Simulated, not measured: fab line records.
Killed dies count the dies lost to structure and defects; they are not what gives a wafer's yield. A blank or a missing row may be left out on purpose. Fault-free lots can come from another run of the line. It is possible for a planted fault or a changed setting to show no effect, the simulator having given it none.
2 desks looking at one fault ; flow n5_finfet ; each desk has only its own numbers; what lay behind them comes last

== THE DEFECT DESK ==
What the inspections along the route counted, lot by lot: means of the sampled wafers that have a number. Marked OUT: a lot whose mean sits more than 4 standard deviations from the usual mean, which makes it out of limits; the brackets give that distance.
Columns: A = raw_defect_count at N5_BEOL_M6_INSPECT_58, usual 67; B = raw_defect_count at N5_BEOL_M7_INSPECT_13, usual 410
lot;first seen here;A;B
L267;day 8 11:44;59;428
L269;day 9 13:45;69;388
L278;day 11 18:32;64;356
L288;day 14 10:04;80;455
L290;day 15 16:16;57;340
This desk's verdict: no lot among the 5 shows anything out of limits.

== AT THE METROLOGY DESK ==
What the gauges read for every lot (on any tool): the sampled wafers with a number, averaged. Marked OUT: a lot whose mean sits more than 4 standard deviations from the usual mean, which makes it out of limits; the brackets give that distance.
Columns: A = M6_RS at N5_BEOL_M6_RS_MEAS_57, usual 0.291 ohm/sq; B = M7_ILD_THK at N5_BEOL_M7_THK_MEAS_01, usual 155.3 nm; C = cd_nm at N5_BEOL_M7_CD_MEAS_11, usual 38.7 nm; D = M7_OVL at N5_BEOL_M7_OVL_MEAS_12, usual 0.1 nm
lot;first seen here;A;B;C;D
L267;day 8 11:42;0.297;156.5;38.3;0.3
L269;day 9 13:43;0.283;154.7;38.9;-0.1
L278;day 11 18:31;0.298;155.8;38.4;1.5
L288;day 14 10:03;0.288;153.1;38.0;0.4
L290;day 15 16:14;0.295;154.0;38.8;0.2
This desk's verdict: no lot among the 5 shows anything out of limits.

== ALL TOGETHER ==
No out-of-limits result turned up at the defect desk.
The metrology desk saw nothing out of limits.

== WHAT THE SIMULATOR HAD INSERTED ==
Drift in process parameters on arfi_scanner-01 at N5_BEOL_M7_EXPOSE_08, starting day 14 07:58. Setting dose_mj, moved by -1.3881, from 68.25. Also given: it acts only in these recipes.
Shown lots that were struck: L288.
